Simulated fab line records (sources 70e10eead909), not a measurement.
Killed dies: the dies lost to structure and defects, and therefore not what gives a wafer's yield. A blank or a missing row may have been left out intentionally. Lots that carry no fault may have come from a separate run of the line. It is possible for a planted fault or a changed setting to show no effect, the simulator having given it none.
Chamber matching ; flow nandHarc ; NHARC_A_WL_FILL_ALD_00 on aldHk-02: 4 sister chambers
The step deposits Al2O3, target thk 3 nm, pulse time 3 s, ald cycles 30. 7 wafers are shown with their chamber, then 7 later ones without.

WAFERS PAIRED WITH THEIR CHAMBERS
wafer;chamber;heaterPowerW (W);precursorPulseHeightRel
L432.5;1;443;0.992
L441.1;3;410;1.012
L441.2;1;440;0.994
L441.3;0;429;0.982
L445.3;0;430;1.006
L442.2;2;441;1.000
L442.5;2;431;1.001

WAFERS WHOSE CHAMBER IS MISSING
wafer;heaterPowerW (W);precursorPulseHeightRel
L442.6;398;0.976
L450.1;408;1.013
L450.4;447;0.976
L450.5;405;0.995
L449.2;429;1.024
L449.4;444;0.987
L449.5;432;0.997

WHICH CHAMBER EACH ONE RAN IN
wafer;from the rows above;in truth
L442.6;3;3
L450.1;3;3
L450.4;can't be placed: 1 or 2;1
L450.5;3;3
L449.2;can't be placed: 2 or 0 or 1 or 3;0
L449.4;can't be placed: 1 or 2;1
L449.5;can't be placed: 0 or 2 or 1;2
Placed correctly: 3 of 7. Not placeable from these rows: 4 (in 4, the candidates include the true chamber). Number placed wrongly: 0.
How it was worked out, from the rows above alone: a wafer's distance from a chamber is the root of the sum, over the readings, of the square of ((its reading less the chamber's mean) divided by the reading's scatter). If the next closest chamber is less than 2 further off than the closest, the wafer can't be placed; otherwise it belongs to the closest. For every chamber, the mean is computed from those of its wafers that are shown. The scatter: take each reading less its chamber's mean, square it, sum over the shown wafers, divide by the number of wafers less the number of chambers, and take the root.
